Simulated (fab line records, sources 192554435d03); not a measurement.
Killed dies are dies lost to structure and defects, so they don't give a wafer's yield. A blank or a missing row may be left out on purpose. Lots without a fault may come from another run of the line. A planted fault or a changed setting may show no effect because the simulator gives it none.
A struck lot beside a sound one | flow n5_finfet | 13 steps out of a route of 1938
Sound: wafers L753.2, L753.3, L753.4. Struck: wafers L749.2, L749.5, L749.6. The cause comes at the end.
At each step with rows: each side's tool, then ch and its chambers, then its first start. Under that, the readings that differ: sound wafers | struck wafers | difference of the means | sigmas: that difference in standard deviations of wafers without a fault.
alike: readings whose means differ by less than 2 such deviations, and words and numbers that are the same on both sides. not compared: withheld readings, readings that some wafer has no value for, bounds like >300 that may hide the same value, and numbers for which the record gives no deviation and whose values overlap.
The two part at a step that has a row with sigmas, a row that says differs or no value, or rows on one side only. Numbers that don't overlap but have no deviation are shown without sigmas and don't part them. A reading that every wafer of one side lacks parts them only if that side has two wafers or more.

first, 9 steps without rows for these wafers: N5_MOL_CONTACT_COAG_EBR_36; N5_MOL_CONTACT_COAG_SOFTBAKE_35 (time 60 s); N5_MOL_CONTACT_COAG_EXPOSE_37 (exposes mask VD, defocus 0 nm); N5_MOL_CONTACT_COAG_PEB_38 (peb time 60 s); N5_MOL_CONTACT_COAG_DEVELOP_39 (develop time 30 s); N5_MOL_CONTACT_COAG_DESCUM_45 (chemistry O2, time 7 s); N5_MOL_CONTACT_COAG_ETCH_65 (etches underlayer in N2/H2, target depth 13 nm, time 10.4 s); N5_MOL_CONTACT_COAG_ETCH_66 (etches SiARC in CF4, target depth 13 nm, time 21.7 s); N5_MOL_CONTACT_COAG_ALD_133 (deposits SiO2, target thk 5 nm, pulse time 1 s, co reactant pulse time 1 s).
N5_MOL_CONTACT_COAG_ETCHBACK_134: etches SiO2 in CHF3, target depth 10 nm, time 6.7 s.
  sound on rie_diel-06 ch 1,2, day 10 03:47; struck on rie_diel-05 ch 0,1,3, day 9 05:47
  no value came back on the struck wafers for any of 7 readings (CHF3_flow_sccm (sccm), bias_w (W) and others); on the sound wafers CHF3_flow_sccm (sccm) reads 49.90 50.05 49.79
  reading                                               | sound          | struck       | difference | sigmas
  model.CAR-EUV_of_MOL_CONTACT_COAG_COAT_34.thk_nm (nm) | 15.8 15.6 15.6 | 16.8 16.8 17 | +1.2       |
  not compared: rf_hours_counter_h
then, 1 step without rows for these wafers: N5_MOL_CONTACT_COAG_ETCH_67 (etches SOC in N2/H2, target depth 60 nm, overetch 21 nm, time 101.2 s).
N5_BEOL_M4_RC_MEAS_101:
  the record has rows for the sound wafers here (prober-02 ch 0, day 12 17:45) and none for the struck ones
-- the record jumps here: 7 days lie between the struck wafers' starts before and after (it left off in module BEOL_M4 and takes up again in module PASSIVATION, whose first step shown is number 1936 of the route) --
N5_PASSIVATION_PROBE_49:
  sound on prober-01, day 17 02:21; struck on prober-02, day 16 02:49
  reading                  | sound          | struck         | difference | sigmas
  defect_limited_yield (%) | 93.1 91.1 93.5 | 0 0 0          | -93        | -71
  killed_at_M4_up          | 18 25 15       | 9 10 3         | -12        | -2
  killed_at_contacts       | 9 18 11        | 1075 1077 1113 | +1076      | +99 or more
  killed_dies              | 82 105 77      | 1180 1180 1180 | +1092      | +68
  killed_on_rim            | 11 12 13       | 152 152 152    | +140       | +41
  sort_bin_5_function (%)  | 3.9 4.9 4.4    | 96.4 95.8 97.7 | +92.2      | +99 or more
  sort_n_pass              | 1098 1075 1103 | 0 0 0          | -1092      | -68
  sort_yield_pct (%)       | 93.1 91.1 93.5 | 0 0 0          | -93        | -71
  alike: killed_at_M0_to_M3, killed_at_front_end, killed_at_other, killed_open, killed_short, sort_bin_6_memory

WHERE THEY PART
First at N5_MOL_CONTACT_COAG_ETCHBACK_134; last, within this record, at N5_PASSIVATION_PROBE_49.

WHY: what the simulator had put in
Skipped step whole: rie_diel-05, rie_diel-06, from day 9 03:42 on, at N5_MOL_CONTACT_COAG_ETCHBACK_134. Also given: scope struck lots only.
